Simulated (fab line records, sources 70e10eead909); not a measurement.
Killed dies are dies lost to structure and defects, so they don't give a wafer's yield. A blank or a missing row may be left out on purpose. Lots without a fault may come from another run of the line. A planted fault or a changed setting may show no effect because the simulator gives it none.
fab line records | flow nand_harc
record lots=6 wafers=18 last_day=24
route steps=1159 shown A_CONTACT@897 END@1159
lots that met no fault: from a run of the same line without faults
start_h: hours from the record's first day to the start of the lot's first wafer shown | wait_h: hours since the lot's step before | " the same as in the row above | L1.1+2: a row that stands for several wafers | - no value, or no start given | * or withheld: withheld | < > ~ a bound
route shown NAME@n: a module of which the file shows steps, and the number in the route of the first | usual: mean/standard deviation of fault-free wafers | same: alike in all rows | chamber/n: place in a boat | sites: the reading at each site | _std_site: their standard deviation | _edge_site: outer sites' mean less inner sites' | radius_mm: how far each site lies from the wafer's centre | mask NAME#n: copy n | behind: the tool/chamber that last shaped the wafer | hold: why the lot was held/for how many hours/how that ended | device: the transistor (n, p or np) that didn't switch | end of line: the same wafers' tests at the end of the route | a step without rows: its recipe alone | killed: dies lost to structure and defects at the first sort, not the wafer's yield | map: a wafer's dies, x killed, . not, _ none there
set.NAME: the setting as run; set.NAME@STEP: as run at that earlier step | model.NAME: the simulator's own value behind a step, which no gauge read
lots at some steps of the route; a table a step, a row a wafer
services: from which hour (start_h, from the record's first day; less than 0 if before it) a tool's chamber was out of use, for how many hours, and why
## steps
# step NHARC_A_CONTACT_OVL_MEAS_70
# usual overlay_x_nm=0.1/0.9 overlay_y_nm=0.3/0.79
# columns lot.wafer tool chamber start_h wait_h overlay_x_nm overlay_y_nm
L519.3 overlay-02 - 376.57 - -1.9 0.9
L519.4 " - " " -1.8 0.8
L519.6 " - " " -1.3 1.3
L520.3 overlay-02 - 386.07 - 0.7 -0.6
L520.5 " - " " 0.7 -0.6
L520.6 " - " " 0.4 -0.4
L526.1 overlay-02 - 420.42 - 0.5 -0.5
L526.5 " - " " 0.8 -0.4
L526.6 " - " " 0.6 -0.6
L525.2 overlay-02 - 426.69 - 1.2 1.3
L525.3 " - " " 1.2 1.3
L525.4 " - " " 1.3 1.6
L534.2 overlay-01 - 465.57 - 0.0 -0.6
L534.4 " - " " 0.1 -0.8
L534.5 " - " " -0.1 -0.5
L540.3 overlay-01 - 514.05 - 0.8 -1.3
L540.5 " - " " 0.7 -1.5
L540.6 " - " " 0.8 -1.8
# step NHARC_A_CONTACT_INSPECT_71
# usual raw_defect_count=27/10
# columns lot.wafer tool chamber start_h wait_h raw_defect_count
L519.3 defect_inspect-01 - 376.61 0.0 34
L519.4 " - " " 37
L519.6 " - " " 36
L520.3 defect_inspect-01 - 386.11 0.0 6
L520.5 " - " " 9
L520.6 " - " " 12
L526.1 defect_inspect-02 - 420.45 0.0 25
L526.5 " - " " 24
L526.6 " - " " 29
L525.2 defect_inspect-01 - 426.73 0.0 24
L525.3 " - " " 24
L525.4 " - " " 30
L534.2 defect_inspect-01 - 465.61 0.0 40
L534.4 " - " " 25
L534.5 " - " " 36
L540.3 defect_inspect-02 - 514.09 0.0 14
L540.5 " - " " 21
L540.6 " - " " 23
# step NHARC_A_CONTACT_DESCUM_74
# recipe time_s=3 o2_flow_sccm=200 ar_flow_sccm=0 bias_power_w=0 chemistry=O2
# step NHARC_A_CONTACT_ETCH_75
# recipe target_depth_a=390 over_etch_frac=0.3 time_s=65 ion_energy_ev=80 cf4_flow_sccm=150 ar_flow_sccm=0 rf_w=300 bias_w=100 chemistry=CF4
# step NHARC_A_CONTACT_ETCH_76
# recipe target_depth_a=2600 over_etch_frac=0.3 time_s=475.3 ion_energy_ev=200 n2_flow_sccm=150 h2_flow_sccm=150 ar_flow_sccm=0 rf_w=400 bias_w=150 chemistry=N2/H2
# step NHARC_A_CONTACT_ETCH_77
# recipe target_depth_a=726 time_s=36.3 cf4_flow_sccm=100 chf3_flow_sccm=30 ar_flow_sccm=0 rf_w=500 bias_w=200 chemistry=CF4/CHF3
# step NHARC_A_CONTACT_ETCH_78
# recipe target_depth_a=28000 over_etch_frac=0.3 time_s=728 ion_energy_ev=150 o2_flow_sccm=400 cos_flow_sccm=20 ar_flow_sccm=0 rf_w=500 bias_w=300 chemistry=O2/COS
# usual bias_w=300.0/0.87 drypump_motor_current_A=5.6/0.33 mfc_ar_sccm=0.006/0.012 oes_product_au=1.002/0.0094 rf_vpp_V=314.9/1.5 showerhead_plenum_p_Torr=3.16/0.077 throttle_valve_pct=28.331/0.0097
# columns lot.wafer tool chamber start_h wait_h bias_w drypump_motor_current_A mfc_ar_sccm oes_product_au rf_hours_counter_h rf_vpp_V showerhead_plenum_p_Torr throttle_valve_pct
L519.3 rie_diel-02 1 - - 298.3 5.5 0.031 0.994 8 313.9 3.25 28.322
L519.4 " 3 " " 299.6 5.1 0.000 1.000 9 313.8 3.19 28.337
L519.6 " 2 " " 299.3 6.2 0.002 0.993 - 312.2 3.05 28.339
L520.3 rie_diel-08 1 - - 299.4 5.7 0 1.003 27 315.9 3.28 28.331
L520.6 " 2 " " 300.8 5.5 0 0.994 - 317.0 3.26 28.328
L520.5 " 3 " " 300.7 6.2 0 0.998 - 315.8 3.22 28.324
L526.1 rie_diel-04 3 - - 299.7 5.8 0 1.021 45 312.9 3.08 28.323
L526.6 " 0 " " 301.7 5.6 0 0.986 - 314.2 3.13 28.348
L526.5 " 1 " " 300.7 5.6 0 1.008 - 315.8 3.19 28.324
L525.3 rie_diel-08 0 - - 298.3 5.2 0.030 1.013 47 313.9 3.05 28.332
L525.4 " 1 " " 298.6 5.7 0 0.997 41 315.5 3.27 28.318
L525.2 " 3 " " 299.1 6.2 0 1.012 43 315.4 3.21 28.336
L534.2 rie_diel-02 1 - - 300.9 5.5 0.031 1.001 25 315.3 3.24 28.347
L534.4 " 3 " " 301.1 5.1 0.000 0.998 26 313.8 3.18 28.314
L534.5 " 0 " " 300.8 5.5 0 1.000 - 313.5 3.11 28.323
L540.3 rie_diel-08 1 - - 300.3 5.7 0 0.994 7 316.0 3.26 28.315
L540.5 " 2 " " 300.8 5.5 0 0.999 - 316.1 3.24 28.335
L540.6 " 3 " " 300.0 6.2 0 0.981 - 314.6 3.20 28.334
# step NHARC_A_CONTACT_ETCH_124
# recipe source_w=withheld pressure_mtorr=20 bias_v=withheld time_s=140 target_depth_a=7000 ar_flow_sccm=withheld c4f8_flow_sccm=withheld o2_flow_sccm=withheld chemistry=C4F8/O2/Ar
# columns lot.wafer tool chamber start_h wait_h rf_hours_counter_h
L519.3 har_cap_etch-02 1 377.86 - -
L519.4 " 0 " " -
L519.6 " 0 " " -
L520.3 har_cap_etch-02 1 388.06 - -
L520.6 " 0 " " -
L520.5 " 1 " " -
L526.1 har_cap_etch-03 1 422.23 - 90
L526.5 " 0 " " -
L526.6 " 1 " " -
L525.2 har_cap_etch-03 0 427.92 - 91
L525.3 " 0 " " -
L525.4 " 1 " " -
L534.2 har_cap_etch-02 1 466.81 - 27
L534.4 " 1 " " -
L534.5 " 1 " " -
L540.3 har_cap_etch-03 0 515.38 - -
L540.6 " 1 " " -
L540.5 " 0 " " -
# step NHARC_A_CONTACT_ETCH_125
# recipe source_w=withheld pressure_mtorr=20 bias_v=1200 time_s=155 target_depth_a=9560 ar_flow_sccm=withheld c4f8_flow_sccm=withheld o2_flow_sccm=withheld chemistry=C4F8/O2/Ar
# step NHARC_A_CONTACT_ETCH_126
# recipe source_w=withheld pressure_mtorr=20 bias_v=1200 time_s=155 target_depth_a=9560 ar_flow_sccm=withheld c4f8_flow_sccm=withheld o2_flow_sccm=withheld chemistry=C4F8/O2/Ar
# step NHARC_A_CONTACT_ETCH_127
# recipe source_w=withheld pressure_mtorr=20 bias_v=1200 time_s=155 target_depth_a=9560 ar_flow_sccm=withheld c4f8_flow_sccm=withheld o2_flow_sccm=withheld chemistry=C4F8/O2/Ar
# step NHARC_A_CONTACT_ETCH_128
# recipe source_w=withheld pressure_mtorr=20 bias_v=1200 time_s=155 target_depth_a=9560 ar_flow_sccm=withheld c4f8_flow_sccm=withheld o2_flow_sccm=withheld chemistry=C4F8/O2/Ar
# step NHARC_A_CONTACT_ETCH_129
# recipe source_w=withheld pressure_mtorr=20 bias_v=1200 time_s=155 target_depth_a=9560 ar_flow_sccm=withheld c4f8_flow_sccm=withheld o2_flow_sccm=withheld chemistry=C4F8/O2/Ar
# columns lot.wafer tool chamber start_h wait_h rf_hours_counter_h
L519.3 har_cap_etch-02 1 378.61 0.1 -
L519.4 " 0 " " -
L519.6 " 0 " " -
L520.3 har_cap_etch-02 1 388.80 0.1 -
L520.6 " 0 " " -
L520.5 " 1 " " -
L526.1 har_cap_etch-03 1 423.24 0.2 90
L526.5 " 0 " " -
L526.6 " 1 " " -
L525.2 har_cap_etch-03 0 428.94 0.2 92
L525.3 " 0 " " -
L525.4 " 1 " " -
L534.2 har_cap_etch-02 1 467.57 0.1 28
L534.4 " 1 " " -
L534.5 " 1 " " -
L540.3 har_cap_etch-03 0 516.12 0.1 -
L540.6 " 1 " " -
L540.5 " 0 " " -
# step NHARC_A_CONTACT_ETCH_130
# recipe source_w=withheld pressure_mtorr=20 bias_v=1200 time_s=155 target_depth_a=9560 ar_flow_sccm=withheld c4f8_flow_sccm=withheld o2_flow_sccm=withheld chemistry=C4F8/O2/Ar
# columns lot.wafer tool chamber start_h wait_h rf_hours_counter_h
L519.3 har_cap_etch-02 1 378.75 0.1 -
L519.4 " 0 " " -
L519.6 " 0 " " -
L520.3 har_cap_etch-02 1 388.94 0.1 -
L520.6 " 0 " " -
L520.5 " 1 " " -
L526.1 har_cap_etch-03 1 423.42 0.2 91
L526.5 " 0 " " -
L526.6 " 1 " " -
L525.2 har_cap_etch-03 0 429.12 0.2 92
L525.3 " 0 " " -
L525.4 " 1 " " -
L534.2 har_cap_etch-02 1 467.71 0.1 28
L534.4 " 1 " " -
L534.5 " 1 " " -
L540.3 har_cap_etch-03 0 516.26 0.1 -
L540.6 " 1 " " -
L540.5 " 0 " " -
# step NHARC_A_CONTACT_ETCH_131
# recipe source_w=withheld pressure_mtorr=20 bias_v=1200 time_s=155 target_depth_a=9560 ar_flow_sccm=withheld c4f8_flow_sccm=withheld o2_flow_sccm=withheld chemistry=C4F8/O2/Ar
# step NHARC_A_CONTACT_ETCH_132
# recipe source_w=withheld pressure_mtorr=20 bias_v=1200 time_s=156 target_depth_a=9580 ar_flow_sccm=withheld c4f8_flow_sccm=withheld o2_flow_sccm=withheld chemistry=C4F8/O2/Ar
# step NHARC_A_CONTACT_ETCH_133
# recipe source_w=withheld pressure_mtorr=20 bias_v=400 time_s=195 target_depth_a=8400 ar_flow_sccm=withheld c4f8_flow_sccm=11.5 o2_flow_sccm=7.2 chemistry=C4F8/O2/Ar
# step NHARC_A_CONTACT_ETCH_91
# recipe target_depth_a=400 over_etch_frac=0.5 time_s=85.7 ion_energy_ev=120 ch3f_flow_sccm=50 o2_flow_sccm=30 ar_flow_sccm=200 rf_w=500 bias_w=100 chemistry=CH3F/O2
# step NHARC_A_CONTACT_ETCH_97
# recipe target_depth_a=200 over_etch_frac=0.5 time_s=10 ion_energy_ev=250 c4f6_flow_sccm=25 o2_flow_sccm=20 ar_flow_sccm=500 rf_w=600 bias_w=500 chemistry=C4F6/O2
# usual bias_w=499.9/1.5 drypump_motor_current_A=5.6/0.35 mfc_ar_sccm=500.1/1.5 oes_product_au=0.962/0.023 rf_vpp_V=547.7/2 showerhead_plenum_p_Torr=3.96/0.089 throttle_valve_pct=26.904/0.0096
# columns lot.wafer tool chamber start_h wait_h bias_w drypump_motor_current_A mfc_ar_sccm oes_product_au rf_hours_counter_h rf_vpp_V showerhead_plenum_p_Torr throttle_valve_pct
L519.3 rie_diel-02 1 - - 501.9 5.5 499.6 0.925 9 549.2 4.08 26.911
L519.4 " 2 " " 498.1 6.2 499.6 0.933 6 545.5 3.84 26.918
L519.6 " 2 " " 498.3 6.2 503.1 0.943 - 547.5 3.84 26.892
L520.3 rie_diel-02 1 - - 498.7 5.5 501.1 0.940 11 549.6 4.08 26.897
L520.6 " 3 " " 501.2 5.1 500.8 0.938 - 547.9 4.01 26.888
L520.5 " 0 " " 501.4 5.5 498.0 0.945 - 546.9 3.92 26.908
L526.1 rie_diel-08 0 - - 501.6 5.2 500.1 0.973 46 545.4 3.83 26.906
L526.5 " 3 " " 499.9 6.2 503.3 0.949 - 549.4 4.03 26.920
L526.6 " 0 " " 498.0 5.2 498.4 0.971 - 546.2 3.83 26.897
L525.3 rie_diel-02 3 - - 500.6 5.1 499.3 0.990 20 549.3 4.00 26.890
L525.4 " 0 " " 497.1 5.5 497.9 0.998 16 546.4 3.92 26.904
L525.2 " 2 " " 501.7 6.2 499.9 0.992 15 545.0 3.83 26.908
L534.2 rie_diel-02 3 - - 499.8 5.1 499.5 0.925 27 547.9 4.00 26.893
L534.4 " 0 " " 499.0 5.5 500.4 0.942 23 546.3 3.91 26.925
L534.5 " 3 " " 496.8 5.2 501.4 0.940 - 549.9 4.00 26.898
L540.3 rie_diel-02 0 - - 498.5 5.5 500.3 1.007 0 546.9 3.91 26.903
L540.6 " 1 " " 497.9 5.5 501.4 1.002 - 548.1 4.06 26.913
L540.5 " 2 " " 497.1 6.2 500.1 1.001 - 544.4 3.83 26.892
# step NHARC_A_CONTACT_CD_MEAS_80
# usual cd_nm=189.8/0.55
# columns lot.wafer tool chamber start_h wait_h cd_nm
L519.3 cd_sem-03 - 379.93 - 189.8
L519.4 " - " " 189.4
L519.6 " - " " 189.9
L520.3 cd_sem-01 - 390.09 - 189.9
L520.5 " - " " 189.7
L520.6 " - " " 190.1
L526.1 cd_sem-01 - 424.84 - 189.7
L526.5 " - " " 189.9
L526.6 " - " " 190.0
L525.2 cd_sem-01 - 430.57 - 189.7
L525.3 " - " " 191.0
L525.4 " - " " 190.2
L534.2 cd_sem-02 - 468.94 - 190.0
L534.4 " - " " 189.9
L534.5 " - " " 190.7
L540.3 cd_sem-03 - 517.42 - 188.9
L540.5 " - " " 189.4
L540.6 " - " " 188.9
# step NHARC_A_CONTACT_STRIP_103
# recipe n2_flow_sccm=150 h2_flow_sccm=150 ar_flow_sccm=0 bias_w=0 chemistry=N2/H2
# step NHARC_A_CONTACT_STRIP_104
# recipe cf4_flow_sccm=100 chf3_flow_sccm=30 ar_flow_sccm=0 bias_w=0 chemistry=CF4/CHF3
# step NHARC_A_CONTACT_STRIP_105
# recipe o2_flow_sccm=400 cos_flow_sccm=20 ar_flow_sccm=0 bias_w=0 chemistry=O2/COS
# step NHARC_A_CONTACT_ETCH_106
# recipe target_depth_a=600 overetch_a=60 time_s=33 ion_energy_ev=100 cf4_flow_sccm=80 o2_flow_sccm=20 ar_flow_sccm=0 rf_w=300 bias_w=100 chemistry=CF4/O2
# step NHARC_A_CONTACT_STRIP_82
# recipe o2_flow_sccm=500 ar_flow_sccm=0 bias_w=0 chemistry=O2
# step NHARC_A_CONTACT_STRIP_83
# recipe time_s=600 temp_c=30 chemistry=post_etch_residue_remover
# step NHARC_A_CONTACT_DEP_84
# recipe target_thk_a=20000 temp_c=400 material=aC
# step NHARC_A_CONTACT_DEP_85
# recipe target_thk_a=500 target_thk_nm=50 temp_c=400 pressure_torr=3.5 flow_sccm=200 rf_w=350 material=SiON
# usual heater_power_w=759/94
# columns lot.wafer tool chamber start_h wait_h heater_power_w
L519.3 pecvd-03 1 383.72 1.0 760
L519.4 " 2 " " 739
L519.6 " 0 " " 649
L520.3 pecvd-04 0 393.15 0.7 880
L520.5 " 1 " " 815
L520.6 " 2 " " 754
L526.1 pecvd-03 1 427.09 1.1 803
L526.5 " 0 " " 691
L526.6 " 2 " " 822
L525.2 pecvd-02 0 433.14 0.8 629
L525.3 " 1 " " 783
L525.4 " 2 " " 807
L534.2 pecvd-02 2 474.31 0.8 904
L534.5 " 2 " " 945
L534.4 " 1 " " 791
L540.3 pecvd-03 1 520.76 0.8 756
L540.5 " 2 " " 846
L540.6 " 0 " " 581
# step NHARC_A_CONTACT_DEHYDRATE_00
# recipe temp_c=150 time_s=120
# step NHARC_A_CONTACT_HMDS_01
# recipe time_s=30
# step NHARC_A_CONTACT_COAT_86
# recipe temp_c=260 time_s=75
# step NHARC_A_CONTACT_COAT_87
# recipe temp_c=225 time_s=65
# step NHARC_A_CONTACT_COAT_02
# recipe spin_rpm=1500 resist_thk_nm=90
# step NHARC_A_CONTACT_SOFTBAKE_03
# recipe temp_c=105 time_s=55
# step NHARC_A_CONTACT_EBR_04
# step NHARC_A_CONTACT_EXPOSE_05
# recipe na=1.35 sigma_outer=0.8 dose_mj=84.24 mask_id=A_CC
# step NHARC_A_CONTACT_PEB_06
# recipe peb_temp_c=100 peb_time_s=65
# step NHARC_A_CONTACT_DEVELOP_07
# recipe develop_time_s=35 dev_temp_c=23
# step NHARC_A_CONTACT_CD_MEAS_08
# recipe target_cd_nm=100 landing_energy_ev=500
# usual cd_nm=100.0/0.51
# same landing_energy_ev=500
# columns lot.wafer tool chamber start_h wait_h cd_nm
L519.3 cd_sem-02 0 384.26 - 99.5
L519.4 " 0 " " 100.0
L519.6 " 0 " " 99.7
L520.3 cd_sem-02 0 393.88 - 99.7
L520.5 " 0 " " 99.8
L520.6 " 0 " " 100.2
L526.1 cd_sem-01 0 427.81 - 99.7
L526.5 " 0 " " 100.0
L526.6 " 0 " " 100.2
L525.2 cd_sem-02 0 433.87 - 99.4
L525.3 " 0 " " 100.4
L525.4 " 0 " " 100.1
L534.2 cd_sem-03 0 475.03 - 100.7
L534.4 " 0 " " 100.4
L534.5 " 0 " " 99.4
L540.3 cd_sem-03 0 521.43 - 99.6
L540.5 " 0 " " 99.7
L540.6 " 0 " " 99.9
# step NHARC_A_CONTACT_OVL_MEAS_09
# usual overlay_x_nm=-0.1/0.71 overlay_y_nm=0.0/0.88
# columns lot.wafer tool chamber start_h wait_h overlay_x_nm overlay_y_nm
L519.3 overlay-01 - 384.35 - -1.0 0.3
L519.4 " - " " -1.3 0.7
L519.6 " - " " -0.9 0.1
L520.3 overlay-02 - 393.97 - -0.4 0.0
L520.5 " - " " 0.3 -0.2
L520.6 " - " " 0.2 0.4
L526.1 overlay-02 - 427.90 - -0.2 -0.2
L526.5 " - " " -0.1 -0.3
L526.6 " - " " -0.2 0.0
L525.2 overlay-02 - 433.97 - -0.1 1.5
L525.3 " - " " -0.3 1.4
L525.4 " - " " -0.3 1.0
L534.2 overlay-02 - 475.12 - 0.5 -0.4
L534.4 " - " " 0.3 -0.7
L534.5 " - " " 0.3 -0.4
L540.3 overlay-02 - 521.51 - -0.8 0.1
L540.5 " - " " -0.4 -0.3
L540.6 " - " " -1.0 -0.4
# step NHARC_A_CONTACT_DESCUM_13
# recipe time_s=3 o2_flow_sccm=200 ar_flow_sccm=0 bias_power_w=0 chemistry=O2
# step NHARC_END_SORT_01
# recipe temp_c=25
# usual killed_at_array=28/8.6 killed_at_other=0.7/1.2 killed_at_periphery=3.1/2.3 killed_dies=32/8.7 killed_open=3.2/1.7 killed_short=2.0/1.5
# same gross_dies=677
# columns lot.wafer tool chamber start_h wait_h killed_at_array killed_at_other killed_at_periphery killed_dies killed_open killed_short
L520.3 prober-02 0 453.71 3.1 9 0 1 10 4 1
L520.5 prober-02 0 455.27 3.6 12 1 4 17 3 2
L520.6 prober-02 0 456.05 3.9 12 0 2 14 3 1
L526.1 prober-02 0 485.16 2.5 91 1 5 97 1 3
L526.5 prober-02 0 488.33 3.7 91 1 3 95 3 1
L526.6 prober-02 0 489.13 4.0 98 2 4 104 4 3
L525.2 prober-02 0 493.73 2.8 73 0 1 74 2 0
L525.3 prober-02 0 494.53 3.1 94 0 3 97 1 4
L525.4 prober-02 0 495.33 3.4 84 0 1 85 2 0
L534.2 prober-01 0 530.80 2.8 29 1 3 33 2 0
L534.4 prober-01 0 532.37 3.3 32 0 2 34 5 2
L534.5 prober-01 0 533.15 3.6 29 1 2 32 1 1
L540.3 prober-01 0 584.01 3.1 24 0 2 26 4 1
L540.5 prober-01 0 585.60 3.7 29 2 6 37 8 0
L540.6 prober-01 0 586.39 4.0 22 0 3 25 1 0
# killed by level:class
L520.3 A_CONTACT:geometric_particle:open=4 A_STAIRCASE:chamber_film_flake=2 A_CONTACT:chamber_film_flake=2 A_CHANNEL_HOLE_D1:geometric_particle:short=1 P_GATE:chamber_film_flake=1
L520.5 A_ONON_D1:geometric_particle:open=2 P_GATE:chamber_film_flake=2 A_CHANNEL_HOLE_D1:chamber_film_flake=2 A_SLIT:chamber_film_flake=2 A_CONTACT:chamber_film_flake=2 P_CONTACT:geometric_particle:short=1 A_CONTACT:geometric_particle:short=1 A_M0:geometric_particle:open=1
L520.6 A_STAIRCASE:chamber_film_flake=4 A_CONTACT:chamber_film_flake=2 P_M0:geometric_particle:open=1 A_ONON_D1:geometric_particle:open=1 A_CHANNEL_FILL_D1:geometric_particle:open=1 A_WL_FILL:geometric_particle:short=1 P_GATE:chamber_film_flake=1 A_CHANNEL_HOLE_D1:chamber_film_flake=1
L526.1 A_CONTACT:unspecified=68 A_CHANNEL_HOLE_D1:chamber_film_flake=16 A_STAIRCASE:chamber_film_flake=3 P_GATE:chamber_film_flake=2 P_CONTACT:geometric_particle:open=1 P_CONTACT:geometric_particle:short=1 A_ONON_D1:geometric_particle:short=1 STARTING-WAFER:geometric_particle:short=1
L526.5 A_CONTACT:unspecified=66 A_CHANNEL_HOLE_D1:chamber_film_flake=18 A_CONTACT:chamber_film_flake=2 P_CONTACT:geometric_particle:open=1 P_M0:geometric_particle:open=1 A_CHANNEL_FILL_D1:geometric_particle:open=1 A_M1:geometric_particle:short=1 P_ZERO_WELL:chamber_film_flake=1
L526.6 A_CONTACT:unspecified=69 A_CHANNEL_HOLE_D1:chamber_film_flake=13 P_STI:chamber_film_flake=3 A_STAIRCASE:chamber_film_flake=3 A_CONTACT:chamber_film_flake=3 A_ONON_D1:geometric_particle:short=2 THIN_TSV:chamber_film_flake=2 A_ONON_D1:geometric_particle:open=1
L525.2 A_CONTACT:unspecified=62 A_SLIT:chamber_film_flake=4 A_CHANNEL_HOLE_D1:chamber_film_flake=2 A_STAIRCASE:chamber_film_flake=2 P_M0:geometric_particle:open=1 A_M0:geometric_particle:open=1 A_ZERO_WELL:chamber_film_flake=1 A_WL_FILL:chamber_film_flake=1
L525.3 A_CONTACT:unspecified=68 A_SLIT:chamber_film_flake=12 A_CHANNEL_HOLE_D1:chamber_film_flake=4 A_STAIRCASE:chamber_film_flake=3 A_CONTACT:chamber_film_flake=2 P_STI:geometric_particle:open=1 P_M0:geometric_particle:short=1 A_SOURCE_PLATE:geometric_particle:short=1
L525.4 A_CONTACT:unspecified=65 A_CHANNEL_HOLE_D1:chamber_film_flake=5 A_STAIRCASE:chamber_film_flake=4 A_CHANNEL_FILL_D1:chamber_film_flake=3 A_SLIT:chamber_film_flake=3 A_CONTACT:chamber_film_flake=2 P_M2:geometric_particle:open=1 A_CONTACT:geometric_particle:open=1
L534.2 A_CHANNEL_HOLE_D1:chamber_film_flake=25 P_CONTACT:chamber_film_flake=2 A_CONTACT:chamber_film_flake=2 P_CONTACT:geometric_particle:open=1 A_CONTACT:geometric_particle:open=1 A_STAIRCASE:chamber_film_flake=1 THIN_TSV:chamber_film_flake=1
L534.4 A_CHANNEL_HOLE_D1:chamber_film_flake=16 A_CONTACT:chamber_film_flake=7 A_STAIRCASE:chamber_film_flake=2 P_GATE:geometric_particle:open=1 A_SOURCE_PLATE:geometric_particle:open=1 A_ONON_D1:geometric_particle:short=1 A_CONTACT:geometric_particle:open=1 A_BLC:geometric_particle:open=1
L534.5 A_CHANNEL_HOLE_D1:chamber_film_flake=19 A_CONTACT:chamber_film_flake=7 A_STAIRCASE:chamber_film_flake=2 P_GATE:geometric_particle:open=1 A_CHANNEL_FILL_D1:geometric_particle:short=1 P_CONTACT:chamber_film_flake=1 THIN_TSV:chamber_film_flake=1
L540.3 A_CHANNEL_HOLE_D1:chamber_film_flake=8 A_M1:chamber_film_flake=4 A_BLC:geometric_particle:open=3 A_CONTACT:chamber_film_flake=3 A_STAIRCASE:chamber_film_flake=2 A_SLIT:chamber_film_flake=2 P_STI:geometric_particle:short=1 A_CHANNEL_FILL_D1:geometric_particle:open=1
L540.5 A_CHANNEL_HOLE_D1:chamber_film_flake=8 A_STAIRCASE:chamber_film_flake=5 A_CONTACT:chamber_film_flake=4 A_SLIT:chamber_film_flake=3 A_CHANNEL_HOLE_D1:geometric_particle:open=2 A_CONTACT:geometric_particle:open=2 P_M0:chamber_film_flake=2 A_ZERO_WELL:chamber_film_flake=2
L540.6 A_CHANNEL_HOLE_D1:chamber_film_flake=7 A_STAIRCASE:chamber_film_flake=5 A_WL_FILL:chamber_film_flake=3 P_GATE:chamber_film_flake=2 A_SLIT:chamber_film_flake=2 A_M1:chamber_film_flake=2 A_CONTACT:geometric_particle:open=1 P_M0:chamber_film_flake=1
# map L525.3 (x killed, . not)
____________.____________
_________......._________
_______..........._______
______.............______
_____....x.........._____
____.................____
____.................____
___.............x.....___
___...................___
__.....................__
__...x.................__
_...................x..._
_......................._
_...............x.x....._
_................xx....._
_................xx....._
.................xx.xx...
................xxxxxxx..
................xxxxxx...
......x.....x..xxxxxxxx.x
..............xxxxxxxxxx.
_..............xxxxxxxx._
_...............xxxxxx.._
_............x..xxxxxx.._
_..........x.....xxxx..._
_................xx.xx.._
__........x...x...x.x..__
__..........x....x..x..__
___........x..........___
___x.....xxx..x......x___
____.x..x............____
____...........x.....____
_____.....x........._____
______..x..........______
_______..........._______
_________......._________
____________.____________
# map L526.6 (x killed, . not)
____________.____________
_________......._________
_______..........._______
______.............______
_____..............._____
____.x...............____
____.................____
___...................___
___...................___
__.....x...............__
__......x..............__
_......................._
_......................._
_......................._
_..................xxx.._
_..............x...xxxx._
.xx..............xxxxxx..
...........x....xxxxxxx..
...............x..xxxxxx.
................xxxxxxxxx
................x.xxxxxxx
_.....x..........xxxxxxx_
_...............xxxxxxxx_
_.x.........x....xxxxxx._
_................xxxxxxx_
_...........x......xx.x._
__.................x...__
__.......x.............__
___.....xxx...........___
___xx....xx...........___
____.....xxx....x....____
____......x..........____
_____..x..x........._____
______......x......______
_______....x......_______
_________......._________
____________.____________
## services
# columns tool chamber start_h hours kind
rie_diel-02 0 361.33 4.1 repair
rie_diel-02 1 361.33 - clean
rie_diel-02 2 361.33 - clean
rie_diel-02 3 361.33 - clean
pecvd-04 - 376.18 13.0 pm
rie_diel-02 0 385.86 - clean
rie_diel-02 1 385.86 - clean
rie_diel-02 2 385.86 - clean
rie_diel-02 3 385.86 - clean
rie_diel-02 2 399.59 5.1 repair
rie_diel-08 - 412.46 2.5 repair
pecvd-04 - 435.24 1.0 repair
rie_diel-02 2 459.83 4.2 repair
pecvd-03 - 460.10 1.2 repair
rie_diel-02 1 462.89 1.5 repair
rie_diel-04 - 466.05 9.0 pm
pecvd-03 - 473.28 13.0 pm
rie_diel-02 2 475.63 6.5 repair
rie_diel-04 - 476.57 1.2 repair
rie_diel-08 - 478.86 9.0 pm
rie_diel-02 - 504.83 9.0 pm
pecvd-04 - 509.00 0.2 repair
pecvd-02 - 515.24 13.0 pm
rie_diel-04 2 516.64 13.8 repair
## key
first_sign step=NHARC_END_SORT_01 reading=killed_at_array direction=up sigmas=7 usual=28 struck=88
effect step=NHARC_END_SORT_01 reading=killed_dies direction=up sigmas=6.9 usual=32 struck=92
more_kills_born_at NHARC_A_CONTACT_ETCH_129@har_cap_etch-03=394
met_at NHARC_A_CONTACT_ETCH_129
struck_wafers L525.2,L525.3,L525.4,L526.1,L526.5,L526.6
tester_left_out L525,L526
fault kind=chamber_particle_source tool=har_cap_etch-03 chamber=- onset_h=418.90 steps=NHARC_A_CONTACT_ETCH_129 rate_per_visit_cm2=0.37634 end_h=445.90
# tester_left_out: of these lots the tester's yield and bins aren't shown, on N5 and GAA mostly nor the transistor test; their killed dies are dies lost to structure and defects alone, not to doping, threshold or leakage, so they don't give the yield
